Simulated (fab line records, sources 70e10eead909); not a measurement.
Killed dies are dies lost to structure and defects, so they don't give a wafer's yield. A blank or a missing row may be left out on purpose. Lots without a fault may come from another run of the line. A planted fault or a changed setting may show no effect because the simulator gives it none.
Chamber matching | flow nand_harc | NHARC_P_CONTACT_ALD_22 on ald_metal-04: 4 sister chambers
The step deposits TiN, target thk 3 nm, pulse time 1 s, ald cycles 150. 4 wafers are shown with their chamber, then 8 later ones without.

WAFERS WITH THEIR CHAMBER
wafer  | chamber | heater_power_w (W)
L089.2 | 0       | 1124
L091.3 | 3       | 1151
L091.6 | 1       | 1125
L093.1 | 2       | 1104

WAFERS WITHOUT THEIR CHAMBER
wafer  | heater_power_w (W)
L093.4 | 1090
L093.5 | 1095
L096.3 | 1106
L096.4 | 1096
L096.5 | 1083
L097.1 | 1099
L097.4 | 1114
L097.5 | 1054

WHICH CHAMBER EACH WENT THROUGH
wafer  | from the rows above               | in truth
L093.4 | can't be placed: 2 or 0 or 1      | 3
L093.5 | can't be placed: 2 or 0 or 1      | 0
L096.3 | can't be placed: 2 or 0 or 1      | 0
L096.4 | can't be placed: 2 or 0 or 1      | 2
L096.5 | can't be placed: 2 or 0 or 1      | 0
L097.1 | can't be placed: 2 or 0 or 1      | 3
L097.4 | can't be placed: 0 or 2 or 1 or 3 | 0
L097.5 | can't be placed: 2 or 0 or 1      | 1
Placed correctly: 0 of 8. Can't be placed from these rows: 8 (the true chamber is among the candidates in 6). Placed wrongly: 0.
How it was worked out, from the rows above alone: a wafer's distance from a chamber is the root of the sum, over the readings, of the square of ((its reading less the chamber's mean) divided by the reading's scatter). The wafer belongs to the nearest chamber; if the next one is less than 2 further off, it can't be placed. A chamber's mean is the mean of its shown wafers. The scatter: with one shown wafer a chamber, the root of the mean of the squares of how far each hidden wafer lies from its nearest shown one.
